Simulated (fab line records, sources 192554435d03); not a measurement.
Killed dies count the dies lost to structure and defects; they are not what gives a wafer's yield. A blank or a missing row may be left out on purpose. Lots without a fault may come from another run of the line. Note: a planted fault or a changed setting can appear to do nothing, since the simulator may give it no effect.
Struck lot and sound lot, side by side :: flow n5Finfet :: 37 steps out of a route of 1938
Sound: wafers L917.1, L917.2, L917.6. Struck: wafer L919.3. (L919.1, L919.6 of the same lot were not struck and are left out.) The cause comes at the end.
Each step with rows lists, per side, the tool, then ch with its chambers, then its first start. Under that, the readings that differ: sound wafers :: struck wafers :: difference of the means :: sigmas: that difference in standard deviations of wafers without a fault.
alike: readings whose means differ by less than 2 such deviations, and words and numbers that are the same on both sides. not compared: withheld readings, readings that some wafer has no value for, bounds like >300 that may hide the same value, and numbers for which the record gives no deviation and whose values overlap.
A row with sigmas, a row that says differs or no value, or rows on one side alone: a step with any of these is where the two part. When numbers do not overlap yet have no deviation, they are printed without sigmas and do not part them. A reading missing from all wafers of one side parts the sides only when that side holds two or more wafers.

first, 9 steps without rows for these wafers: N5_BEOL_M7_ALD_77 (deposits TaN, target thk 2 nm, pulse time 2 s, purge time 3 s); N5_BEOL_M7_SURFACE_TREAT_79; N5_BEOL_M7_CVD_78 (deposits Co from CCTBA/H2, target thk 2 nm, time 142.3 s); N5_BEOL_M7_SPUTTER_48 (material Cu, target thk 10 nm, time 1.667 s); N5_BEOL_M7_ECD_50 (material Cu, target thk 300 nm); N5_BEOL_M7_ANNEAL_51 (time 90 s); N5_BEOL_M7_CMP_52 (polishes, stops on SiCOH lowk, t overpolish 6.9 s, target thk 80 nm); N5_BEOL_M7_PRE_CLEAN_55 (time 15 s); N5_BEOL_M7_DEP_56 (deposits SiCN from 3MS/NH3, target thk 10 nm, time 17.5 s).
N5_BEOL_M8_ILD_DEP_00: deposits SiCOH lowk from DEMS/porogen, target thk 179.75 nm, time 33.4 s.
  sound on pecvd-01 ch 0,1, day 11 14:32; struck on pecvd-01 ch 0, day 11 18:57
reading: heaterPowerW (W)
sound: 286 336 346
struck: 262
difference: -61
sigmas: -2

reading: model.SiCOH_lowk_of_BEOL_M8_ILD_DEP_00.thkNm (nm)
sound: 179.8 180.8 185.6
struck: 115.8
difference: -66.3
sigmas: 
  alike: showerheadPlenumPTorr, throttleValvePct
  not compared: sinceWetCleanH
then, 1 step without rows for these wafers: N5_BEOL_M8_CURE_74 (cures SiCOH lowk, time 240 s).
N5_BEOL_M8_THK_MEAS_01:
  struck on filmMetro-01, day 11 19:32; sound on filmMetro-01, day 11 15:06
reading: M8_ILD_THK (nm)
sound: 155.0 155.9 160.2
struck: 99.4
difference: -57.6
sigmas: -30
then, 23 steps without rows for these wafers: N5_BEOL_M8_PECVD_70 (deposits SiO2 from TEOS/O2, target thk 20 nm, time 22.7 s); N5_BEOL_M8_HM_DEP_02 (deposits TiN, target thk 20 nm); N5_BEOL_M8_COAT_59 (time 60 s, resist thk 100 nm); N5_BEOL_M8_COAT_60 (time 60 s, resist thk 35 nm); N5_BEOL_M8_COAT_05 (resist thk 90 nm); N5_BEOL_M8_EBR_07; N5_BEOL_M8_SOFTBAKE_06 (time 60 s); N5_BEOL_M8_EXPOSE_08 (exposes mask M8); N5_BEOL_M8_PEB_09 (peb time 60 s); N5_BEOL_M8_DEVELOP_10 (develop time 30 s); N5_BEOL_M8_DESCUM_16 (chemistry O2, time 7.9 s); N5_BEOL_M8_ETCH_61 (etches SiARC in CF4, target depth 45.5 nm, time 75.8 s); N5_BEOL_M8_ETCH_62 (etches SOC in N2/H2, target depth 110 nm, overetch 22 nm, time 165 s); N5_BEOL_M8_STRIP_68 (strips in N2/H2); N5_BEOL_M8_STRIP_67 (strips in CF4); N5_BEOL_M8_HM_OPEN_17 (chemistry Cl2/BCl3, target TiN, target depth 20 nm, overetch 6 nm); N5_BEOL_M8_STRIP_19 (strips in O2); N5_BEOL_M8_COAT_63 (time 60 s, resist thk 60 nm); N5_BEOL_M8_COAT_64 (time 60 s, resist thk 12 nm); N5_BEOL_M8_COAT_71 (time 60 s, resist thk 5 nm); N5_BEOL_M8_COAT_22 (resist thk 30 nm); N5_BEOL_M8_EBR_24; N5_BEOL_M8_SOFTBAKE_23 (time 60 s).
N5_BEOL_M8_CMP_52: polishes, stops on SiCOH lowk, t overpolish 6.9 s, target thk 80 nm.
  sound on cmp-01 ch 0,2,3, day 11 21:59; struck on cmp-01 ch 2, day 12 00:36
reading: model.SiCOH_lowk_of_BEOL_M8_ILD_DEP_00.thkNm (nm)
sound: 152 153 157.2
struck: 96.4
difference: -57.7
sigmas: 
  alike: motorCurrentA
-- a jump in the record: the struck wafers' starts before and after are 3 days apart (it breaks off in module BEOL_M8 and resumes in module PASSIVATION, where the first step shown is number 1936 of the route) --
N5_PASSIVATION_PROBE_49:
  the record has rows for the struck wafers here (prober-01, day 15 06:46) and none for the sound ones

== WHERE THEY PART ==
At N5_BEOL_M8_ILD_DEP_00 first; at N5_PASSIVATION_PROBE_49 last (within this record only).

WHY: what had been put in by the simulator
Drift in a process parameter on pecvd-01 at N5_BEOL_M8_ILD_DEP_00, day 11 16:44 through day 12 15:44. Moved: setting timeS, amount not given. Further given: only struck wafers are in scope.
